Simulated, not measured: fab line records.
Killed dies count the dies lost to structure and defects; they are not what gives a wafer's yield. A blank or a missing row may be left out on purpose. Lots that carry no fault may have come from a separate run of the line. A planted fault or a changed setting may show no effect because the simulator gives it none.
Chamber matching | flow nand harc | cmp-03 running NHARC_A_STAIRCASE_CMP_152: 4 sister chambers
The step polishes. 18 wafers are shown with their chamber, then 9 later ones without.

## WAFERS WITH THEIR CHAMBER
wafer  | chamber | motor current A (A) | retaining ring pressure frac
L076.1 | 0       | 13.7                | 0.993
L076.2 | 2       | 14.0                | 1.005
L076.4 | 3       | 12.0                | 0.996
L078.3 | 1       | 10.8                | 1.004
L078.5 | 2       | 14.5                | 1.001
L078.6 | 3       | 11.5                | 1.002
L082.3 | 1       | 11.0                | 0.998
L082.4 | 0       | 13.2                | 1.010
L082.6 | 3       | 11.1                | 1.002
L085.2 | 1       | 10.6                | 1.010
L085.3 | 0       | 13.2                | 0.998
L085.6 | 2       | 14.7                | 1.002
L088.1 | 3       | 11.3                | 1.000
L088.4 | 0       | 13.2                | 0.998
L088.5 | 1       | 10.8                | 1.001
L090.1 | 3       | 11.4                | 1.003
L090.3 | 0       | 13.1                | 0.995
L090.5 | 1       | 10.2                | 0.998

SIGNATURES (averages over the wafers above)
reading                      | chamber 0 | chamber 1 | chamber 2 | chamber 3 | scatter within a chamber
motor current A              | 13.280    | 10.680    | 14.400    | 11.460    | 0.306
retaining ring pressure frac | 0.99880   | 1.00220   | 1.00267   | 1.00060   | 0.00475
Rule: a wafer lies at a distance from a chamber equal to the root of the sum of squares, over the readings, of (its reading less the chamber's mean, divided by the reading's scatter). The wafer belongs to the nearest chamber; if the next one is less than 2 further off, it can't be placed. The scatter is the square root of a quotient: the sum, over the shown wafers, of each reading's squared deviation from its chamber's mean, divided by wafers minus chambers.

## WAFERS MISSING THEIR CHAMBER
wafer  | motor current A (A) | retaining ring pressure frac
L093.1 | 15.0                | 1.002
L093.5 | 10.9                | 0.994
L093.6 | 14.4                | 0.999
L092.1 | 13.5                | 1.004
L092.2 | 10.6                | 1.005
L092.4 | 11.6                | 1.005
L096.3 | 13.5                | 1.008
L096.4 | 11.6                | 0.995
L096.6 | 10.9                | 1.008

## WHICH CHAMBER EACH WENT THROUGH
wafer  | from the rows above     | in truth
L093.1 | 2                       | 2
L093.5 | can't be placed: 1 or 3 | 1
L093.6 | 2                       | 2
L092.1 | can't be placed: 0 or 2 | 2
L092.2 | 1                       | 1
L092.4 | 3                       | 3
L096.3 | can't be placed: 0 or 2 | 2
L096.4 | 3                       | 3
L096.6 | can't be placed: 1 or 3 | 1
Placed correctly: 5 of 9. Cannot be placed on the basis of these rows: 4; the candidates contain the true chamber in 4. Number placed wrongly: 0.
